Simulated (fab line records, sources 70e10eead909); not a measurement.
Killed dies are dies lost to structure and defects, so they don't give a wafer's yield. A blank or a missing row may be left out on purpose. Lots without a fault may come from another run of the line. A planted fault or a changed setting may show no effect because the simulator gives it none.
fab line records | flow nand_harc
record lots=5 wafers=15 last_day=32
route steps=1302 shown THIN_TSV@1256 END@1302
lots that met no fault: from a run of the same line without faults
start_h: hours from the record's first day to the start of the lot's first wafer shown | wait_h: hours since the lot's step before | " the same as in the row above | L1.1+2: a row that stands for several wafers | - no value, or no start given | * or withheld: withheld | < > ~ a bound
route shown NAME@n: a module of which the file shows steps, and the number in the route of the first | usual: mean/standard deviation of fault-free wafers | same: alike in all rows | chamber/n: place in a boat | sites: the reading at each site | _std_site: their standard deviation | _edge_site: outer sites' mean less inner sites' | radius_mm: how far each site lies from the wafer's centre | mask NAME#n: copy n | behind: the tool/chamber that last shaped the wafer | hold: why the lot was held/for how many hours/how that ended | device: the transistor (n, p or np) that didn't switch | end of line: the same wafers' tests at the end of the route | a step without rows: its recipe alone | killed: dies lost to structure and defects at the first sort, not the wafer's yield | map: a wafer's dies, x killed, . not, _ none there
set.NAME: the setting as run; set.NAME@STEP: as run at that earlier step | model.NAME: the simulator's own value behind a step, which no gauge read
lots at some steps of the route; a table a step, a row a wafer
services: from which hour (start_h, from the record's first day; less than 0 if before it) a tool's chamber was out of use, for how many hours, and why
## steps
# step NHARC_THIN_TSV_EXPOSE_09
# recipe na=0.55 dose_mj=30.7 mask_id=TSV
# step NHARC_THIN_TSV_PEB_10
# recipe peb_temp_c=118 peb_time_s=85
# step NHARC_THIN_TSV_DEVELOP_11
# recipe time_s=70
# step NHARC_THIN_TSV_CD_MEAS_12
# recipe target_cd_nm=1000 landing_energy_ev=500
# usual cd_nm=1001.5/1.4
# columns lot.wafer tool chamber start_h wait_h cd_nm
L656.1 cd_sem-02 0 588.65 - 1002.0
L656.4 " 0 " " 1002.7
L656.5 " 0 " " 1002.4
L660.1 cd_sem-03 0 592.13 - 1002.0
L660.3 " 0 " " 1001.8
L660.4 " 0 " " 1001.1
L666.1 cd_sem-01 0 630.93 - 999.6
L666.2 " 0 " " 1000.1
L666.4 " 0 " " 999.4
L673.1 cd_sem-03 0 710.81 - 999.9
L673.3 " 0 " " 1001.1
L673.4 " 0 " " 1001.5
L676.2 cd_sem-02 0 756.61 - 1002.7
L676.5 " 0 " " 1001.9
L676.6 " 0 " " 1001.6
# step NHARC_THIN_TSV_HARDBAKE_13
# recipe temp_c=125 time_s=80
# step NHARC_THIN_TSV_DESCUM_14
# recipe time_s=3 o2_flow_sccm=200 ar_flow_sccm=0 bias_power_w=0 chemistry=O2
# step NHARC_THIN_TSV_ETCH_44
# recipe target_depth_a=15942 time_s=797.1 cf4_flow_sccm=150 o2_flow_sccm=10 ar_flow_sccm=0 rf_w=300 bias_w=800 chemistry=CF4/O2
# usual drypump_motor_current_A=5.7/0.35 oes_product_au=0.994/0.0087 rf_vpp_V=795/4.5 showerhead_plenum_p_Torr=1.85/0.072 throttle_valve_pct=16.914/0.0087
# columns lot.wafer tool chamber start_h wait_h drypump_motor_current_A oes_product_au rf_hours_counter_h rf_vpp_V showerhead_plenum_p_Torr throttle_valve_pct
L656.1 rie_diel-11 1 588.95 0.1 5.5 1.002 7.5 796 1.87 16.913
L656.4 " 2 " " 6.1 0.981 8.5 788 1.73 16.904
L656.5 " 0 " " 5.8 0.989 - 800 1.94 16.913
L660.3 rie_diel-07 2 592.47 0.1 5.4 1.003 5.1 797 1.89 16.920
L660.1 " 0 " " 6.3 1.010 5.2 795 1.84 16.912
L660.4 " 2 " " 5.3 1.002 - 798 1.89 16.895
L666.1 rie_diel-11 3 631.17 0.1 5.9 0.992 0.2 791 1.79 16.936
L666.4 " 0 " " 5.8 0.999 0.2 800 1.94 16.895
L666.2 " 1 " " 5.5 0.999 0.2 798 1.87 16.921
L673.3 rie_diel-11 0 711.05 0.1 5.8 1.002 5.9 803 1.94 16.920
L673.4 " 2 " " 6.1 1.003 4.7 788 1.73 16.901
L673.1 " 3 " " 5.9 1.008 5.9 793 1.78 16.916
L676.2 rie_diel-11 0 756.85 0.1 5.8 0.992 8.6 802 1.94 16.916
L676.5 " 0 " " 5.8 1.001 - 801 1.94 16.915
L676.6 " 1 " " 5.5 0.985 - 796 1.86 16.902
# step NHARC_THIN_TSV_ETCH_15
# recipe target_depth_a=30000 bosch_target_overetch_cycles=2 bosch_etch_step_s=2.8 bosch_dep_step_s=1.2 bosch_cycles=14
# usual drypump_motor_current_A=5.7/0.43
# same bosch_cycles=14
# columns lot.wafer tool chamber start_h wait_h drypump_motor_current_A rf_hours_counter_h
L656.1 rie_si-06 0 589.47 - 5.3 1.0
L656.4 " 3 " " 5.3 1.1
L656.5 " 1 " " 5.4 -
L660.1 rie_si-05 0 593.07 - 5.7 0.6
L660.3 " 3 " " 5.1 0.6
L660.4 " 1 " " 6.2 -
L666.1 rie_si-05 0 631.75 - 5.7 0.9
L666.2 " 2 " " 5.9 1.0
L666.4 " 3 " " 5.0 0.9
L673.4 rie_si-06 2 711.64 - 6.4 0.6
L673.3 " 3 " " 5.3 0.5
L673.1 " 0 " " 5.3 0.4
L676.2 rie_si-06 2 757.43 - 6.4 0.9
L676.6 " 1 " " 5.4 -
L676.5 " 2 " " 6.4 -
# step NHARC_THIN_TSV_CD_MEAS_16
# usual cd_nm=1001.4/1.6
# columns lot.wafer tool chamber start_h wait_h cd_nm
L656.1 cd_sem-02 - 589.62 0.1 1001.1
L656.4 " - " " 1003.8
L656.5 " - " " 1002.5
L660.1 cd_sem-02 - 593.24 0.2 1002.1
L660.3 " - " " 1001.9
L660.4 " - " " 1001.0
L666.1 cd_sem-01 - 631.89 0.1 998.9
L666.2 " - " " 998.8
L666.4 " - " " 999.3
L673.1 cd_sem-03 - 711.77 0.1 999.9
L673.3 " - " " 1002.4
L673.4 " - " " 1002.6
L676.2 cd_sem-01 - 757.56 0.1 1002.6
L676.5 " - " " 1001.8
L676.6 " - " " 1001.8
# step NHARC_THIN_TSV_STRIP_45
# recipe power_w=1500 temp_c=250 chemistry=O2
# usual drypump_motor_current_A=5.6/0.62 heater_power_w=354/37
# columns lot.wafer tool chamber start_h wait_h drypump_motor_current_A heater_power_w rf_hours_counter_h
L656.1 plasma_asher-02 1 589.89 0.3 6.6 375 31
L656.4 " 0 " " 5.6 338 -
L656.5 " 1 " " 6.5 382 -
L660.1 plasma_asher-02 1 593.36 0.1 6.6 380 33
L660.3 " 0 " " 5.6 348 -
L660.4 " 1 " " 6.6 375 -
L666.1 plasma_asher-02 0 631.96 0.1 5.6 352 1
L666.2 " 1 " " 6.6 352 1
L666.4 " 1 " " 6.6 344 -
L673.1 plasma_asher-02 0 711.85 0.1 5.7 350 19
L673.3 " 0 " " 5.7 343 -
L673.4 " 1 " " 6.6 354 -
L676.2 plasma_asher-01 0 757.68 0.1 5.0 306 10
L676.6 " 1 " " 5.1 409 -
L676.5 " 0 " " 5.1 300 -
# step NHARC_THIN_TSV_STRIP_46
# recipe time_s=1200 temp_c=72.5 chemistry=post_etch_residue_remover
# step NHARC_THIN_TSV_DEP_47
# recipe target_thk_a=2000 temp_c=withheld pressure_torr=6.5 rf_w=900 teos_flow_sccm=161.4 flow_sccm=2650 target_thk_nm=200 gas=O2 material=SiO2
# usual showerhead_vpp_V=1881/87 throttle_valve_pct=15.8/0.45
# columns lot.wafer tool chamber start_h wait_h showerhead_vpp_V since_wet_clean_h throttle_valve_pct
L656.1 pecvd-04 1 590.64 - 1904 128 15.9
L656.5 " 1 " " 1879 - 16.0
L656.4 " 2 " " 1861 - 16.2
L660.1 pecvd-01 2 594.16 - 1911 89 15.7
L660.3 " 0 " " 1924 89 16.2
L660.4 " 0 " " 1894 - 15.9
L666.2 pecvd-01 0 632.81 - 1903 128 16.0
L666.1 " 1 " " 1804 128 15.0
L666.4 " 0 " " 1951 - 15.9
L673.1 pecvd-02 0 712.69 - 1945 111 16.4
L673.3 " 1 " " 2112 111 15.3
L673.4 " 0 " " 1913 - 16.2
L676.2 pecvd-04 1 758.53 - 1893 114 16.5
L676.5 " 0 " " 1807 - 15.1
L676.6 " 1 " " 1914 - 16.5
# step NHARC_THIN_TSV_ETCHBACK_48
# recipe target_depth_a=10285 over_etch_frac=0.3 time_s=405.17 ion_energy_ev=250 c4f8_flow_sccm=withheld ar_flow_sccm=withheld rf_w=600 bias_w=300 chemistry=C4F8/Ar
# usual oes_product_au=0.95/0.034 over_etch_frac=0.3/0 rf_vpp_V=548/3.2
# columns lot.wafer tool chamber start_h wait_h oes_product_au over_etch_frac rf_hours_counter_h rf_vpp_V
L656.1 rie_diel-07 2 591.14 - 0.92 0.3 4.7 549
L656.4 " 0 " " 0.92 0.3 - 547
L656.5 " 1 " " 0.91 0.3 - 550
L660.4 rie_diel-10 1 594.55 - 1.01 0.3 9.6 548
L660.3 " 2 " " 1.00 0.3 8.7 551
L660.1 " 3 " " 1.00 0.3 9.3 553
L666.4 rie_diel-10 2 633.17 - 0.94 0.3 2.4 552
L666.1 " 3 " " 0.92 0.3 2.1 551
L666.2 " 1 " " 0.95 0.23118 2.2 545
L673.4 rie_diel-11 0 713.04 - 0.93 0.3 6.3 552
L673.1 " 1 " " 0.92 0.3 6.3 549
L673.3 " 2 " " 0.93 0.3 4.8 541
L676.2 rie_diel-07 2 758.89 - 0.91 0.3 5.2 550
L676.5 " 1 " " 0.92 0.3 - 550
L676.6 " 3 " " 0.92 0.3 - 546
# step NHARC_THIN_TSV_STRIP_62
# recipe power_w=1500 temp_c=250 time_s=20 chemistry=N2/H2
# usual drypump_motor_current_A=5.5/0.6 heater_power_w=354/40
# columns lot.wafer tool chamber start_h wait_h drypump_motor_current_A heater_power_w rf_hours_counter_h
L656.1 plasma_asher-01 1 591.47 - 5.1 415 12
L656.4 " 0 " " 5.0 296 -
L656.5 " 1 " " 5.1 427 -
L660.1 plasma_asher-02 0 594.87 - 5.6 343 33
L660.4 " 0 " " 5.6 343 -
L660.3 " 1 " " 6.6 375 -
L666.1 plasma_asher-01 0 633.52 - 5.1 308 26
L666.2 " 1 " " 5.1 416 26
L666.4 " 1 " " 5.1 411 -
L673.1 plasma_asher-02 1 713.40 - 6.5 350 19
L673.3 " 1 " " 6.6 358 -
L673.4 " 0 " " 5.6 356 -
L676.2 plasma_asher-01 0 759.29 - 5.0 306 10
L676.5 " 1 " " 5.1 408 -
L676.6 " 0 " " 5.0 305 -
# step NHARC_END_SORT_01
# recipe temp_c=25
# usual defect_limited_yield=91.3/2.8 killed_at_array=54/18 killed_at_other=0.7/0.87 killed_at_periphery=3.7/2.5 killed_dies=59/19 killed_open=3.3/2 killed_short=2.6/1.6 sort_bin_2_pct=3.1/1.2 sort_bin_3_pct=0.6/0.35 sort_bin_4_pct=5.0/1.6 sort_n_pass=618/19 sort_rim_yield_pct=92/4.4 sort_yield_pct=91.3/2.8
# same gross_dies=677 sort_bin_5_pct[%]=0 sort_bin_6_pct[%]=0 sort_bin_7_pct[%]=0 sort_bin_8_pct[%]=0 sort_rim_n_gross=106.00
# columns lot.wafer tool chamber start_h wait_h defect_limited_yield[%] killed_at_array killed_at_other killed_at_periphery killed_dies killed_open killed_short sort_bin_2_pct[%] sort_bin_3_pct[%] sort_bin_4_pct[%] sort_n_pass sort_rim_yield_pct[%] sort_yield_pct[%]
L656.1 prober-01 0 624.16 2.5 87.7 76 0 7 83 3 2 4.1 1.3 6.8 594 91 87.7
L656.4 prober-01 0 626.56 3.4 90.4 58 0 7 65 5 0 3.5 1.0 5.0 612 92 90.4
L656.5 prober-01 0 627.35 3.7 88.8 66 0 10 76 4 3 4.6 0.3 6.4 601 91 88.8
L660.1 prober-01 0 639.71 2.5 91.0 57 0 4 61 4 4 3.5 0.9 4.6 616 95 91.0
L660.3 prober-01 0 641.32 3.1 89.1 70 0 4 74 13 6 4.0 0.6 6.4 603 94 89.1
L660.4 prober-01 0 642.12 3.4 92.8 48 0 1 49 3 4 2.4 0.4 4.4 628 94 92.8
L666.1 prober-01 0 647.59 2.5 94.4 34 2 2 38 3 4 1.6 0.1 3.8 639 92 94.4
L666.2 prober-01 0 648.39 2.8 95.4 26 1 4 31 3 2 1.6 0.4 2.5 646 99 95.4
L666.4 prober-01 0 649.99 3.4 94.2 35 2 2 39 2 2 1.8 0.3 3.7 638 93 94.2
L673.1 prober-01 0 725.78 2.5 95.9 26 0 2 28 2 1 1.8 0.1 2.2 649 95 95.9
L673.3 prober-01 0 727.37 3.1 96.8 22 0 0 22 0 0 1.0 0.1 2.1 655 99 96.8
L673.4 prober-01 0 728.17 3.4 96.6 19 0 4 23 2 1 1.6 0.3 1.5 654 98 96.6
L676.2 prober-02 0 774.44 2.8 92.6 47 0 3 50 2 6 3.1 0.3 4.0 627 89 92.6
L676.5 prober-02 0 776.83 3.7 90.5 57 2 5 64 8 2 3.0 0.4 6.1 613 95 90.5
L676.6 prober-02 0 777.63 4.0 93.9 36 1 4 41 2 3 2.4 0.4 3.2 636 93 93.9
# killed by level:class
L656.1 A_CHANNEL_HOLE_D2:chamber_film_flake=33 A_SLIT:chamber_film_flake=23 P_CONTACT:chamber_film_flake=5 A_CONTACT:chamber_film_flake=4 A_WL_FILL:chamber_film_flake=4 A_BONDPAD:chamber_film_flake=3 A_DECK1_JOINT:chamber_film_flake=2 P_BONDPAD:geometric_particle:open=1
L656.4 A_CHANNEL_HOLE_D2:chamber_film_flake=29 A_SLIT:chamber_film_flake=19 P_CONTACT:chamber_film_flake=5 A_CONTACT:chamber_film_flake=2 P_CONTACT:geometric_particle:open=1 A_SOURCE_PLATE:geometric_particle:open=1 A_DECK1_JOINT:geometric_particle:open=1 A_ONON_D2:geometric_particle:open=1
L656.5 A_CHANNEL_HOLE_D2:chamber_film_flake=26 A_SLIT:chamber_film_flake=18 P_CONTACT:chamber_film_flake=5 A_CONTACT:chamber_film_flake=4 A_STAIRCASE:chamber_film_flake=3 A_BONDPAD:chamber_film_flake=3 P_M0:geometric_particle:open=2 A_CHANNEL_FILL_D2:geometric_particle:short=2
L660.1 A_SLIT:chamber_film_flake=26 A_CHANNEL_HOLE_D2:chamber_film_flake=12 A_STAIRCASE:chamber_film_flake=5 A_CHANNEL_HOLE_D1:chamber_film_flake=3 A_CONTACT:chamber_film_flake=2 P_CONTACT:geometric_particle:open=1 P_M2:geometric_particle:short=1 A_SGD_CUT:geometric_particle:short=1
L660.3 A_SLIT:chamber_film_flake=24 A_CHANNEL_HOLE_D2:chamber_film_flake=12 A_CONTACT:chamber_film_flake=9 A_STAIRCASE:chamber_film_flake=5 A_M0:geometric_particle:open=4 P_CONTACT:geometric_particle:open=3 A_CHANNEL_HOLE_D1:geometric_particle:short=2 A_ONON_D2:geometric_particle:open=2
L660.4 A_SLIT:chamber_film_flake=17 A_CHANNEL_HOLE_D2:chamber_film_flake=8 A_CONTACT:chamber_film_flake=7 A_STAIRCASE:chamber_film_flake=3 A_DECK1_JOINT:geometric_particle:open=2 A_CHANNEL_HOLE_D1:chamber_film_flake=2 A_SOURCE_PLATE:geometric_particle:short=1 A_CHANNEL_HOLE_D1:geometric_particle:short=1
L666.1 A_CHANNEL_HOLE_D2:chamber_film_flake=15 A_CONTACT:chamber_film_flake=5 A_ONON_D1:geometric_particle:short=3 A_CHANNEL_HOLE_D1:chamber_film_flake=3 P_M2:chamber_film_flake=2 THIN_TSV:chamber_film_flake=2 A_SLIT:chamber_film_flake=2 A_WL_FILL:chamber_film_flake=2
L666.2 A_CHANNEL_HOLE_D2:chamber_film_flake=12 A_CHANNEL_HOLE_D1:chamber_film_flake=6 A_CONTACT:chamber_film_flake=5 P_STI:chamber_film_flake=2 P_GATE:geometric_particle:short=1 P_M2:geometric_particle:open=1 A_ONON_D1:geometric_particle:open=1 A_BLC:geometric_particle:short=1
L666.4 A_CHANNEL_HOLE_D2:chamber_film_flake=15 A_CONTACT:chamber_film_flake=8 A_CHANNEL_HOLE_D1:chamber_film_flake=6 P_GATE:chamber_film_flake=2 THIN_TSV:chamber_film_flake=2 A_ONON_D1:geometric_particle:open=1 A_CHANNEL_FILL_D1:geometric_particle:short=1 A_ONON_D2:geometric_particle:short=1
L673.1 A_CHANNEL_HOLE_D1:chamber_film_flake=12 A_SLIT:chamber_film_flake=4 A_ZERO_WELL:chamber_film_flake=2 A_DECK1_JOINT:chamber_film_flake=2 P_M0:geometric_particle:open=1 A_ONON_D1:geometric_particle:short=1 A_SGD_CUT:geometric_particle:open=1 P_ZERO_WELL:chamber_film_flake=1
L673.3 A_CHANNEL_HOLE_D1:chamber_film_flake=12 A_SLIT:chamber_film_flake=5 A_DECK1_JOINT:chamber_film_flake=2 A_ZERO_WELL:chamber_film_flake=1 A_CHANNEL_FILL_D2:chamber_film_flake=1 A_CONTACT:chamber_film_flake=1
L673.4 A_CHANNEL_HOLE_D1:chamber_film_flake=10 A_SLIT:chamber_film_flake=5 P_GATE:chamber_film_flake=2 P_M0:geometric_particle:open=1 A_ONON_D2:geometric_particle:short=1 A_STAIRCASE:geometric_particle:open=1 P_STI:chamber_film_flake=1 A_STAIRCASE:chamber_film_flake=1
L676.2 A_CHANNEL_HOLE_D2:chamber_film_flake=28 A_SLIT:chamber_film_flake=6 A_SGD_CUT:geometric_particle:short=2 A_CONTACT:chamber_film_flake=2 P_STI:geometric_particle:short=1 P_M0:geometric_particle:open=1 A_ONON_D1:geometric_particle:short=1 A_DECK1_JOINT:geometric_particle:short=1
L676.5 A_CHANNEL_HOLE_D2:chamber_film_flake=27 A_CONTACT:chamber_film_flake=10 A_SLIT:chamber_film_flake=6 A_CHANNEL_FILL_D1:geometric_particle:open=4 A_CHANNEL_HOLE_D1:unspecified=3 P_M0:geometric_particle:open=2 A_CHANNEL_HOLE_D2:geometric_particle:open=2 A_STAIRCASE:chamber_film_flake=2
L676.6 A_CHANNEL_HOLE_D2:chamber_film_flake=22 A_SLIT:chamber_film_flake=7 P_M0:geometric_particle:open=1 THIN_TSV:chamber_film_flake=1 A_SOURCE_PLATE:geometric_particle:open=1 A_SOURCE_PLATE:geometric_particle:short=1 A_ONON_D1:geometric_particle:short=1 A_DECK1_JOINT:geometric_particle:short=1
## services
# columns tool chamber start_h hours kind
rie_si-05 - 567.28 0.3 repair
pecvd-01 - 572.57 1.1 repair
pecvd-04 - 573.26 0.7 repair
rie_diel-07 3 588.84 4.2 repair
rie_si-05 2 590.32 4.2 repair
rie_diel-10 - 596.97 9.0 pm
rie_si-06 2 599.96 4.4 repair
plasma_asher-02 - 603.00 9.0 pm
rie_si-06 - 603.00 9.0 pm
rie_diel-11 3 606.82 17.6 repair
rie_diel-11 - 609.50 9.0 pm
rie_diel-07 1 610.61 13.4 repair
plasma_asher-02 - 616.29 12.0 repair
rie_diel-07 3 630.05 4.0 repair
pecvd-04 - 631.08 13.0 pm
rie_diel-11 2 632.22 15.2 repair
rie_si-06 0 646.55 7.9 repair
rie_diel-07 - 648.20 9.0 pm
rie_diel-07 - 688.35 1.0 repair
rie_diel-11 1 695.33 2.5 repair
plasma_asher-01 - 696.21 9.0 pm
rie_diel-11 - 709.85 0.3 repair
rie_si-06 - 716.54 2.7 repair
rie_diel-07 0 755.16 5.4 repair
## key
first_sign step=NHARC_THIN_TSV_ETCHBACK_48 reading=over_etch_frac direction=down sigmas=99+ usual=0.3 struck=0.23118
effect none on later readings
met_at NHARC_THIN_TSV_ETCHBACK_48
struck_wafers L666.2
onset_between 594.55 633.17
fault kind=process_parameter_drift tool=rie_diel-10 chamber=1 onset_h=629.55 steps=NHARC_THIN_TSV_ETCHBACK_48 channel=over_etch_frac offset=-0.068819 shape=step end_h=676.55 acts_in=these_recipes_only stated=0.3
